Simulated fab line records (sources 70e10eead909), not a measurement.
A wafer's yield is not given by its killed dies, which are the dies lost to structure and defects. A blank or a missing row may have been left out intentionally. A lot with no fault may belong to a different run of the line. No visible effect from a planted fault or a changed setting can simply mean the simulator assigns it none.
Chamber matching || flow nand-harc || ald-hk-02 running NHARC_A_CHANNEL_FILL_D1_ALD_25: 4 sister chambers
The step deposits SiOx, target thk 60 nm, pulse time 10 s, ald cycles 600. 20 wafers are shown with their chamber, then 10 later ones without.

WAFERS, EACH WITH ITS CHAMBER
{"wafer": "L075.1", "chamber": 3, "heater-power-w (W)": 521, "heater-power-outer-w (W)": 303, "precursor-pulse-height-rel": 1.023}
{"wafer": "L075.2", "chamber": 1, "heater-power-w (W)": 456, "heater-power-outer-w (W)": 259, "precursor-pulse-height-rel": 0.986}
{"wafer": "L075.5", "chamber": 3, "heater-power-w (W)": 528, "heater-power-outer-w (W)": 310, "precursor-pulse-height-rel": 1.028}
{"wafer": "L077.1", "chamber": 2, "heater-power-w (W)": 413, "heater-power-outer-w (W)": 239, "precursor-pulse-height-rel": 1.005}
{"wafer": "L077.4", "chamber": 0, "heater-power-w (W)": 365, "heater-power-outer-w (W)": 200, "precursor-pulse-height-rel": 1.000}
{"wafer": "L077.5", "chamber": 1, "heater-power-w (W)": 469, "heater-power-outer-w (W)": 254, "precursor-pulse-height-rel": 1.007}
{"wafer": "L079.2", "chamber": 2, "heater-power-w (W)": 411, "heater-power-outer-w (W)": 236, "precursor-pulse-height-rel": 1.013}
{"wafer": "L079.5", "chamber": 0, "heater-power-w (W)": 355, "heater-power-outer-w (W)": 201, "precursor-pulse-height-rel": 0.985}
{"wafer": "L079.6", "chamber": 3, "heater-power-w (W)": 521, "heater-power-outer-w (W)": 303, "precursor-pulse-height-rel": 0.994}
{"wafer": "L082.2", "chamber": 1, "heater-power-w (W)": 467, "heater-power-outer-w (W)": 259, "precursor-pulse-height-rel": 1.020}
{"wafer": "L082.3", "chamber": 2, "heater-power-w (W)": 419, "heater-power-outer-w (W)": 235, "precursor-pulse-height-rel": 0.965}
{"wafer": "L082.5", "chamber": 1, "heater-power-w (W)": 475, "heater-power-outer-w (W)": 260, "precursor-pulse-height-rel": 1.011}
{"wafer": "L086.4", "chamber": 0, "heater-power-w (W)": 357, "heater-power-outer-w (W)": 199, "precursor-pulse-height-rel": 0.974}
{"wafer": "L086.5", "chamber": 0, "heater-power-w (W)": 346, "heater-power-outer-w (W)": 205, "precursor-pulse-height-rel": 0.996}
{"wafer": "L086.6", "chamber": 1, "heater-power-w (W)": 474, "heater-power-outer-w (W)": 266, "precursor-pulse-height-rel": 1.004}
{"wafer": "L085.1", "chamber": 0, "heater-power-w (W)": 368, "heater-power-outer-w (W)": 208, "precursor-pulse-height-rel": 0.994}
{"wafer": "L085.2", "chamber": 2, "heater-power-w (W)": 412, "heater-power-outer-w (W)": 244, "precursor-pulse-height-rel": 1.008}
{"wafer": "L085.6", "chamber": 0, "heater-power-w (W)": 361, "heater-power-outer-w (W)": 203, "precursor-pulse-height-rel": 1.014}
{"wafer": "L089.3", "chamber": 3, "heater-power-w (W)": 532, "heater-power-outer-w (W)": 295, "precursor-pulse-height-rel": 0.996}
{"wafer": "L089.5", "chamber": 3, "heater-power-w (W)": 535, "heater-power-outer-w (W)": 290, "precursor-pulse-height-rel": 1.000}

SIGNATURES (means of the wafers above)
{"reading": "heater-power-w", "chamber 0": 358.67, "chamber 1": 468.20, "chamber 2": 413.75, "chamber 3": 527.40, "scatter within a chamber": 6.8}
{"reading": "heater-power-outer-w", "chamber 0": 202.67, "chamber 1": 259.60, "chamber 2": 238.50, "chamber 3": 300.20, "scatter within a chamber": 5.14}
{"reading": "precursor-pulse-height-rel", "chamber 0": 0.99383, "chamber 1": 1.00560, "chamber 2": 0.99775, "chamber 3": 1.00820, "scatter within a chamber": 0.0159}
Rule: for a wafer and a chamber, the distance is found by dividing, reading by reading, the gap between the wafer's reading and the chamber's mean by the reading's scatter, squaring, summing and taking the root. If the next closest chamber is less than 2 further off than the closest, the wafer can't be placed; otherwise it belongs to the closest. The scatter: take each reading less its chamber's mean, square it, sum over the shown wafers, divide by the number of wafers less the number of chambers, and take the root.

WAFERS WITH NO CHAMBER GIVEN
{"wafer": "L089.6", "heater-power-w (W)": 396, "heater-power-outer-w (W)": 230, "precursor-pulse-height-rel": 1.003}
{"wafer": "L090.1", "heater-power-w (W)": 363, "heater-power-outer-w (W)": 213, "precursor-pulse-height-rel": 1.014}
{"wafer": "L090.3", "heater-power-w (W)": 478, "heater-power-outer-w (W)": 282, "precursor-pulse-height-rel": 1.036}
{"wafer": "L090.5", "heater-power-w (W)": 376, "heater-power-outer-w (W)": 203, "precursor-pulse-height-rel": 0.994}
{"wafer": "L094.1", "heater-power-w (W)": 410, "heater-power-outer-w (W)": 228, "precursor-pulse-height-rel": 0.976}
{"wafer": "L094.3", "heater-power-w (W)": 535, "heater-power-outer-w (W)": 297, "precursor-pulse-height-rel": 0.977}
{"wafer": "L094.4", "heater-power-w (W)": 367, "heater-power-outer-w (W)": 214, "precursor-pulse-height-rel": 1.009}
{"wafer": "L096.2", "heater-power-w (W)": 498, "heater-power-outer-w (W)": 276, "precursor-pulse-height-rel": 1.004}
{"wafer": "L096.3", "heater-power-w (W)": 399, "heater-power-outer-w (W)": 230, "precursor-pulse-height-rel": 0.993}
{"wafer": "L096.5", "heater-power-w (W)": 405, "heater-power-outer-w (W)": 234, "precursor-pulse-height-rel": 1.024}

CHAMBER TAKEN BY EACH
{"wafer": "L089.6", "from the rows above": 2, "in truth": 2}
{"wafer": "L090.1", "from the rows above": 0, "in truth": 0}
{"wafer": "L090.3", "from the rows above": 1, "in truth": 1}
{"wafer": "L090.5", "from the rows above": 0, "in truth": 0}
{"wafer": "L094.1", "from the rows above": 2, "in truth": 2}
{"wafer": "L094.3", "from the rows above": 3, "in truth": 3}
{"wafer": "L094.4", "from the rows above": 0, "in truth": 0}
{"wafer": "L096.2", "from the rows above": "can't be placed: 1 or 3", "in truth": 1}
{"wafer": "L096.3", "from the rows above": 2, "in truth": 2}
{"wafer": "L096.5", "from the rows above": 2, "in truth": 2}
9 of 10 placed correctly. These rows do not allow placing 1 (true chamber among the candidates in 1). 0 placed wrongly.
